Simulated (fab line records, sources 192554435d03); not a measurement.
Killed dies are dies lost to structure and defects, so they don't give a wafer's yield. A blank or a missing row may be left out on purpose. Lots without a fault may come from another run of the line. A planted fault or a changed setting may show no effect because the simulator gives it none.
fab line records | flow n5_finfet | part 2 of 2: steps 23 to 29 of 29
record lots=5 wafers=15 last_day=18
route steps=1938 shown BEOL_M8@1353
lots that met no fault: from a run of the same line without faults
start_h: hours from the record's first day to the start of the lot's first wafer shown | wait_h: hours since the lot's step before | " the same as in the row above | L1.1+2: a row that stands for several wafers | - no value, or no start given | * or withheld: withheld | < > ~ a bound
route shown NAME@n: a module of which the file shows steps, and the number in the route of the first | usual: mean/standard deviation of fault-free wafers | same: alike in all rows | chamber/n: place in a boat | sites: the reading at each site | _std_site: their standard deviation | _edge_site: outer sites' mean less inner sites' | radius_mm: how far each site lies from the wafer's centre | mask NAME#n: copy n | behind: the tool/chamber that last shaped the wafer | hold: why the lot was held/for how many hours/how that ended | device: the transistor (n, p or np) that didn't switch | end of line: the same wafers' tests at the end of the route | a step without rows: its recipe alone | killed: dies lost to structure and defects at the first sort, not the wafer's yield | map: a wafer's dies, x killed, . not, _ none there
set.NAME: the setting as run; set.NAME@STEP: as run at that earlier step | model.NAME: the simulator's own value behind a step, which no gauge read
lots at some steps of the route; a table a step, a row a wafer
services: from which hour (start_h, from the record's first day; less than 0 if before it) a tool's chamber was out of use, for how many hours, and why
## steps
# step N5_BEOL_M8_STRIP_76
# recipe chemistry=C4F6/O2 resist=SiARC rf_frequency_hz=6e+07
# columns lot.wafer tool chamber start_h wait_h
L076.2+4+6 rie_diel-02 1,0,0 212.57 0.0
L078.1+2+4 rie_diel-06 3,0,1 231.73 0.0
L091.3+4+6 rie_diel-02 1,1,2 306.94 0.0
L094.1+3+6 rie_diel-02 1,0,2 340.54 0.0
L097.2+3+4 rie_diel-02 0,3,1 376.38 0.0
# step N5_BEOL_M8_STRIP_36
# recipe chemistry=N2/H2 power_w=450 temp_c=40 pressure_mtorr=20 rf_frequency_hz=6e+07 overash_fraction=0.3 bias_power_w=7 h2_frac=0.5 n2_flow_sccm=200 h2_flow_sccm=200
# usual drypump_motor_current_A=5.7/0.54 oes_product_au=0.84/0.088 rf_vpp_V=59.1/1.4 showerhead_plenum_p_Torr=2.56/0.11 throttle_valve_pct=23.55/0.21
# columns lot.wafer tool chamber start_h wait_h drypump_motor_current_A oes_product_au rf_hours_counter_h rf_vpp_V showerhead_plenum_p_Torr throttle_valve_pct
L076.2 rie_diel-02 1 212.58 0.0 5.4 0.67 247 59.8 2.38 23.56
L076.4 " 0 " " 5.6 0.72 197 58.8 2.41 23.90
L076.6 " 0 " " 5.6 0.71 - 58.9 2.41 23.91
L078.1 rie_diel-06 3 231.74 0.0 5.3 0.88 34 60.3 2.48 23.35
L078.2 " 0 " " 5.6 0.93 23 56.9 2.71 23.66
L078.4 " 1 " " 4.9 0.79 139 59.1 2.54 23.44
L091.3 rie_diel-02 1 306.95 0.0 5.4 0.92 19 60.0 2.69 23.27
L091.4 " 1 " " 5.4 0.92 - 59.5 2.69 23.25
L091.6 " 2 " " 5.4 0.87 - 58.5 2.69 23.59
L094.1 rie_diel-02 1 340.55 0.0 5.4 0.89 31 54.9 2.68 23.28
L094.3 " 0 " " 5.6 0.68 246 59.8 2.39 23.97
L094.6 " 2 " " 5.4 0.85 - 56.9 2.69 23.61
L097.2 rie_diel-02 0 376.39 0.0 5.6 0.96 3 57.2 2.71 23.71
L097.3 " 3 " " 6.6 0.92 20 58.8 2.73 23.44
L097.4 " 1 " " 5.4 0.87 45 59.9 2.67 23.33
# step N5_BEOL_M8_TRENCH_ETCH_37
# recipe chemistry=C4F6/O2 target_depth_a=934.78 target=SiCOH_lowk time_s=31.2 ion_energy_ev=250 pressure_mtorr=30 source_w=345 bias_w=185 Ar_flow_sccm=300 C4F6_flow_sccm=10 O2_flow_sccm=10
# usual bias_w=185.0/0.56 drypump_motor_current_A=5.7/0.54 oes_product_au=0.84/0.088 rf_vpp_V=661/11 showerhead_plenum_p_Torr=2.87/0.12 throttle_valve_pct=20.82/0.22
# same time_s=31.2
# columns lot.wafer tool chamber start_h wait_h bias_w drypump_motor_current_A oes_product_au rf_hours_counter_h rf_vpp_V showerhead_plenum_p_Torr throttle_valve_pct
L076.2 rie_diel-02 1 - - 184.8 5.4 0.65 247 661 2.71 21.08
L076.4 " 0 " " 186.0 5.6 0.72 198 643 2.69 20.90
L076.6 " 0 " " 185.8 5.6 0.71 - 644 2.69 20.89
L078.1 rie_diel-06 3 - - 185.5 5.3 0.88 34 659 2.78 20.51
L078.2 " 0 " " 184.5 5.5 0.92 23 641 3.01 20.75
L078.4 " 1 " " 185.7 4.9 0.78 140 679 2.86 20.74
L091.3 rie_diel-02 1 - - 185.2 5.4 0.91 19 672 3.04 20.77
L091.4 " 1 " " 184.2 5.4 0.91 - 672 3.04 20.77
L091.6 " 2 " " 184.6 5.4 0.86 - 669 3.01 20.89
L094.1 rie_diel-02 1 - - 185.8 5.3 0.90 31 673 3.03 20.78
L094.3 " 0 " " 185.2 5.6 0.67 246 646 2.67 20.96
L094.6 " 2 " " 185.5 5.4 0.85 - 669 3.00 20.90
L097.2 rie_diel-02 0 - - 185.6 5.5 0.96 3 655 3.01 20.64
L097.3 " 3 " " 184.5 6.6 0.93 20 663 3.01 20.34
L097.4 " 1 " " 185.1 5.4 0.87 45 672 3.03 20.81
# step N5_BEOL_M8_ETCH_41
# recipe chemistry=CH3F/O2 target=SiCN target_depth_a=319 taper_deg=2 time_s=57.8 ion_energy_ev=120 mask_material=TiN pressure_mtorr=30 source_w=395 bias_w=75 Ar_flow_sccm=150 CH3F_flow_sccm=30 O2_flow_sccm=20
# usual bias_w=74.94/0.22 drypump_motor_current_A=5.7/0.53 oes_product_au=0.84/0.088 rf_vpp_V=297.6/1.9 showerhead_plenum_p_Torr=2.01/0.089 throttle_valve_pct=16.21/0.22
# same time_s=57.8
# columns lot.wafer tool chamber start_h wait_h bias_w drypump_motor_current_A oes_product_au rf_hours_counter_h rf_vpp_V showerhead_plenum_p_Torr throttle_valve_pct
L076.2 rie_diel-02 1 - - 75.05 5.4 0.65 247 295.6 1.90 16.51
L076.4 " 0 " " 74.71 5.6 0.71 198 295.4 1.89 16.37
L076.6 " 0 " " 74.98 5.6 0.71 - 295.5 1.89 16.39
L078.1 rie_diel-06 3 - - 74.58 5.3 0.89 34 296.7 1.96 15.90
L078.2 " 0 " " 74.79 5.5 0.92 23 299.6 2.12 16.10
L078.4 " 1 " " 74.80 4.9 0.78 140 297.3 2.01 16.16
L091.3 rie_diel-02 1 - - 74.88 5.4 0.92 19 300.1 2.14 16.08
L091.4 " 1 " " 74.91 5.4 0.91 - 299.5 2.14 16.09
L091.6 " 2 " " 74.83 5.4 0.85 - 297.7 2.12 16.24
L094.1 rie_diel-02 1 - - 74.68 5.3 0.88 31 300.8 2.14 16.10
L094.3 " 0 " " 74.92 5.6 0.67 246 294.4 1.88 16.47
L094.6 " 2 " " 74.98 5.5 0.85 - 299.7 2.11 16.27
L097.2 rie_diel-02 0 - - 74.91 5.6 0.95 3 300.0 2.12 16.03
L097.3 " 3 " " 75.21 6.5 0.92 20 299.7 2.12 15.76
L097.4 " 1 " " 74.56 5.4 0.86 45 299.1 2.13 16.15
# step N5_BEOL_M8_STRIP_80
# recipe chemistry=N2/H2 time_s=10 power_w=450 temp_c=40 pressure_mtorr=20 rf_frequency_hz=6e+07 bias_power_w=7 n2_flow_sccm=200 h2_flow_sccm=200
# usual drypump_motor_current_A=5.7/0.54 oes_product_au=0.84/0.089 rf_vpp_V=59.3/0.87 showerhead_plenum_p_Torr=2.56/0.11 throttle_valve_pct=23.55/0.21
# same time_s=10
# columns lot.wafer tool chamber start_h wait_h drypump_motor_current_A oes_product_au rf_hours_counter_h rf_vpp_V showerhead_plenum_p_Torr throttle_valve_pct
L076.2 rie_diel-02 1 - - 5.4 0.67 247 57.5 2.38 23.58
L076.4 " 0 " " 5.6 0.71 198 59.0 2.41 23.91
L076.6 " 0 " " 5.6 0.71 - 58.3 2.41 23.90
L078.1 rie_diel-06 3 - - 5.3 0.89 34 58.5 2.48 23.34
L078.2 " 0 " " 5.5 0.93 23 60.1 2.71 23.70
L078.4 " 1 " " 4.9 0.79 140 60.4 2.54 23.43
L091.3 rie_diel-02 1 - - 5.4 0.92 19 59.9 2.69 23.29
L091.4 " 1 " " 5.4 0.91 - 59.4 2.69 23.29
L091.6 " 2 " " 5.4 0.85 - 59.9 2.69 23.60
L094.1 rie_diel-02 1 - - 5.4 0.89 31 60.0 2.68 23.31
L094.3 " 0 " " 5.6 0.68 246 59.0 2.39 23.96
L094.6 " 2 " " 5.4 0.85 - 59.8 2.69 23.60
L097.2 rie_diel-02 0 - - 5.6 0.95 3 59.1 2.71 23.72
L097.3 " 3 " " 6.6 0.92 20 61.0 2.73 23.44
L097.4 " 1 " " 5.4 0.87 45 59.9 2.67 23.32
# step N5_BEOL_M8_OCD_MEAS_38
# usual trench_depth_nm=92.9/1.8
# columns lot.wafer tool chamber start_h wait_h trench_depth_nm
L076.2 ocd-01 - 212.78 - 89.8
L076.4 " - " " 91.6
L076.6 " - " " 92.7
L078.1 ocd-02 - 231.94 - 95.0
L078.2 " - " " 94.4
L078.4 " - " " 93.1
L091.3 ocd-01 - 307.15 - 91.7
L091.4 " - " " 91.5
L091.6 " - " " 93.2
L094.1 ocd-01 - 340.75 - 92.2
L094.3 " - " " 91.5
L094.6 " - " " 93.1
L097.2 ocd-01 - 376.58 - 95.9
L097.3 " - " " 96.2
L097.4 " - " " 92.4
# step N5_BEOL_M8_HM_STRIP_39
# recipe chemistry=peroxide_tin_strip material=TiN target_depth_a=250 temp_c=50 time_s=158
# same time_s=158
# columns lot.wafer tool chamber start_h wait_h
L076.2+4+6 wet_bench-02 3,0,2 212.81 0.0
L078.1+2+4 wet_bench-05 5,3,1 231.97 0.0
L091.3+4+6 wet_bench-02 5,7,3 307.18 0.0
L094.1+3+6 wet_bench-03 4,3,7 340.78 0.0
L097.2+3+4 wet_bench-02 4,7,5 376.62 0.0
## services
# columns tool chamber start_h hours kind
rie_metal-03 0 196.03 8.7 repair
euv_scanner-01 - 207.90 1.0 pm
rie_diel-02 1 209.60 1.2 repair
rie_diel-06 2 212.80 6.6 repair
rie_diel-01 0 231.78 6.0 repair
euv_scanner-02 - 236.83 17.3 pm
euv_scanner-02 - 256.61 4.8 repair
rie_metal-03 0 260.76 36.1 repair
rie_diel-02 0 262.90 4.5 repair
euv_scanner-01 - 264.05 1.0 pm
euv_scanner-01 - 277.59 4.6 pm
euv_scanner-02 - 282.19 1.0 pm
euv_scanner-01 - 288.82 0.5 repair
rie_metal-02 1 294.58 2.0 repair
rie_metal-02 - 299.12 14.6 pm
euv_scanner-01 - 301.69 1.3 repair
euv_scanner-01 - 316.86 0.9 repair
euv_scanner-01 - 320.20 1.0 pm
rie_diel-06 0 323.70 2.2 repair
rie_metal-02 1 325.37 6.3 repair
euv_scanner-01 - 326.58 0.6 repair
euv_scanner-01 - 367.82 2.0 repair
euv_scanner-01 - 374.36 1.2 repair
euv_scanner-01 - 376.35 1.0 pm
